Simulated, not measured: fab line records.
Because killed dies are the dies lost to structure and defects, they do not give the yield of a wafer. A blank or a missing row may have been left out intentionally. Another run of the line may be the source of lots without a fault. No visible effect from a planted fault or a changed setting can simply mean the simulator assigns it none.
Comparing a struck lot with a sound one	flow nand harc	42 steps out of a route of 1302
Sound: wafers L375.2, L375.4, L375.5. Struck: wafer L385.6; the same lot's L385.5 was not struck, so it is left out; see the end for the cause.
At each step with rows: each side's tool, then ch and its chambers, then its first start. Under that, the readings that differ: sound wafers	struck wafers	difference of the means	sigmas: that difference in standard deviations of wafers without a fault.
alike: words and numbers the same on both sides, and readings whose means are apart by under 2 such deviations; not compared: readings that were withheld, readings missing a value for some wafer, numbers with overlapping values and no deviation given by the record, and bounds like >300 which may hide the same value.
Wherever a step has rows on one side only, a row that says differs or no value, or a row with sigmas, the two part there. Numbers that have no deviation but don't overlap get no sigmas and don't part them. A reading that every wafer of one side lacks parts them only if that side has two wafers or more.

first, 1 step without rows for these wafers: NHARC_A_ONON_D2_DEP_19 (target thk 1000 nm).
NHARC_A_ONON_D2_THK_MEAS_21: measures by ellipsometry.
  sound on film metro-02, day 14 16:22; struck on film metro-02, day 19 09:38
  alike: thk nm
following that, 1 step holds no rows for these wafers, namely NHARC_A_ONON_D2_DEP_22 (target thickness 1000 nm).
NHARC_A_ONON_D2_THK_MEAS_24: measures by ellipsometry.
  sound on film metro-02, day 14 16:56; struck on film metro-02, day 19 10:13
  alike: thk nm
following that, 1 step holds no rows for these wafers, namely NHARC_A_ONON_D2_DEP_25 (target thickness 1000 nm).
NHARC_A_ONON_D2_THK_MEAS_27: measures by ellipsometry.
  sound on film metro-02, day 14 17:30; struck on film metro-02, day 19 10:47
  alike: thk nm
following that, 1 step holds no rows for these wafers, namely NHARC_A_ONON_D2_DEP_28 (target thickness 1000 nm).
NHARC_A_ONON_D2_THK_MEAS_30: measures by ellipsometry.
  sound on film metro-02, day 14 18:04; struck on film metro-02, day 19 11:21
  alike: thk nm
NHARC_A_ONON_D2_DEP_33: deposits SiO2, target thk 200 nm.
  sound on pecvd-04 ch 1,2, day 14 18:08; struck on pecvd-03 ch 1, day 19 11:35
reading	sound	struck	difference	sigmas
throttle valve pct (%)	16.1 16.2 16.1	15.3	-0.8	-3
  alike: heater power w
NHARC_A_ONON_D2_THK_MEAS_34: measures by ellipsometry.
  sound on film metro-02, day 14 18:32; struck on film metro-02, day 19 11:49
  alike: thk nm
NHARC_A_ONON_D2_INSPECT_32:
  sound on defect inspect-01, day 14 18:37; struck on defect inspect-02, day 19 11:53
  alike: raw defect count
NHARC_A_CHANNEL_HOLE_D2_DEP_00: deposits aC, target thk 3100 nm.
  sound on acl dep-02 ch 0, day 14 19:10; struck on acl dep-01 ch 0, day 19 17:44
  alike: throttle valve pct
NHARC_A_CHANNEL_HOLE_D2_DEP_01: deposits SiON, target thk 140 nm.
  sound on pecvd-01 ch 1,2, day 14 20:48; struck on pecvd-03 ch 0, day 19 18:28
  alike: heater power w
then, 10 steps without rows for these wafers: NHARC_A_CHANNEL_HOLE_D2_DEHYDRATE_02 (time 120 s); NHARC_A_CHANNEL_HOLE_D2_HMDS_03 (time 30 s); NHARC_A_CHANNEL_HOLE_D2_COAT_36 (time 75 s); NHARC_A_CHANNEL_HOLE_D2_COAT_37 (time 65 s); NHARC_A_CHANNEL_HOLE_D2_COAT_04 (resist thk 90 nm); NHARC_A_CHANNEL_HOLE_D2_SOFTBAKE_05 (time 55 s); NHARC_A_CHANNEL_HOLE_D2_EBR_06; NHARC_A_CHANNEL_HOLE_D2_EXPOSE_07 (exposes mask HOLE D2, target cd 100 nm); NHARC_A_CHANNEL_HOLE_D2_PEB_08 (peb time 65 s); NHARC_A_CHANNEL_HOLE_D2_DEVELOP_09 (develop time 35 s).
NHARC_A_CHANNEL_HOLE_D2_CD_MEAS_10: target cd 100 nm.
  sound on cd sem-01 ch 0, day 14 21:30; struck on cd sem-01 ch 0, day 19 19:00
  alike: cd nm
NHARC_A_CHANNEL_HOLE_D2_OVL_MEAS_11:
  sound on overlay-01, day 14 21:35; struck on overlay-02, day 19 19:05
  alike: overlay x nm, overlay y nm
NHARC_A_CHANNEL_HOLE_D2_INSPECT_12:
  sound on defect inspect-01, day 14 21:37; struck on defect inspect-01, day 19 19:07
reading	sound	struck	difference	sigmas
raw defect count	67 53 59	15	-45	-2
then, 5 steps without rows for these wafers: NHARC_A_CHANNEL_HOLE_D2_DESCUM_15 (chemistry O2, time 3 s); NHARC_A_CHANNEL_HOLE_D2_ETCH_38 (etches the open film in CF4, target depth 39 nm, time 65 s); NHARC_A_CHANNEL_HOLE_D2_ETCH_39 (etches the open film in N2/H2, target depth 260 nm, time 325 s); NHARC_A_CHANNEL_HOLE_D2_ETCH_34 (etches the open film in CF4/CHF3, target depth 154 nm, time 77 s); NHARC_A_CHANNEL_HOLE_D2_ETCH_16 (etches the open film in O2/COS, target depth 3100 nm, time 806 s).
NHARC_A_CHANNEL_HOLE_D2_CD_MEAS_18:
  sound on cd sem-02, day 14 22:47; struck on cd sem-01, day 19 20:17
  alike: cd nm
then, 3 steps without rows for these wafers: NHARC_A_CHANNEL_HOLE_D2_ETCH_19 (etches the open film in C4F8/O2/Ar, time 34.5 s); NHARC_A_CHANNEL_HOLE_D2_ETCH_20 (etches the open film in C4F8/O2/Ar, time 361.9 s, target depth 1600 nm); NHARC_A_CHANNEL_HOLE_D2_ETCH_21 (etches the open film in C4F8/O2/Ar, time 514.3 s, target depth 1600 nm).
NHARC_A_CHANNEL_HOLE_D2_ETCH_22: etches the open film in C4F8/O2/Ar, time 666.7 s, target depth 1600 nm.
  sound on har etch-01 ch 0,1, day 14 23:44; struck on har etch-01 ch 0, day 19 23:38
reading	sound	struck	difference	sigmas
throttle valve pct (%)	32.170 32.157 32.170	32.139	-0.027	-3
  alike: drypump motor current A, showerhead plenum p Torr
  not compared: rf hours counter h
then, 1 step without rows for these wafers: NHARC_A_CHANNEL_HOLE_D2_ETCH_23 (etches the open film in C4F8/O2/Ar, time 819 s, target depth 1600 nm).
NHARC_A_CHANNEL_HOLE_D2_ETCH_24: etches the open film in C4F8/O2/Ar, time 906.2 s, target depth 1500 nm.
  sound on har etch-01 ch 0,1, day 15 00:59; struck on har etch-01 ch 0, day 20 01:03
  alike: drypump motor current A, showerhead plenum p Torr, throttle valve pct
  not compared: rf hours counter h
then, 2 steps without rows for these wafers: NHARC_A_CHANNEL_HOLE_D2_ETCH_25 (etches the open film in C4F8/O2/Ar, time 1040.2 s, target depth 1500 nm); NHARC_A_CHANNEL_HOLE_D2_ETCH_26 (etches the open film in C4F8/O2/Ar, time 224.1 s, target depth 300 nm).
NHARC_A_CHANNEL_HOLE_D2_ETCH_27: etches the open film in C4F8/O2/Ar, time 90 s, target depth 400 nm.
  sound on har etch-01 ch 0,1, day 15 02:49; struck on har etch-01 ch 0, day 20 02:30
  alike: drypump motor current A, showerhead plenum p Torr, throttle valve pct
  not compared: rf hours counter h
-- the record jumps here: 11 days lie between the struck wafers' starts before and after (it left off in module A_CHANNEL_HOLE_D2 and takes up again in module END, whose first step shown is number 1302 of the route) --
NHARC_END_SORT_01:
  at this point the record logs the struck wafers (prober-01 ch 0, day 31 08:23) and has no rows for the sound ones

## WHERE THEY PART
At NHARC_A_ONON_D2_DEP_33 first; at NHARC_END_SORT_01 last (within this record only).

WHY: whatever the simulator had introduced
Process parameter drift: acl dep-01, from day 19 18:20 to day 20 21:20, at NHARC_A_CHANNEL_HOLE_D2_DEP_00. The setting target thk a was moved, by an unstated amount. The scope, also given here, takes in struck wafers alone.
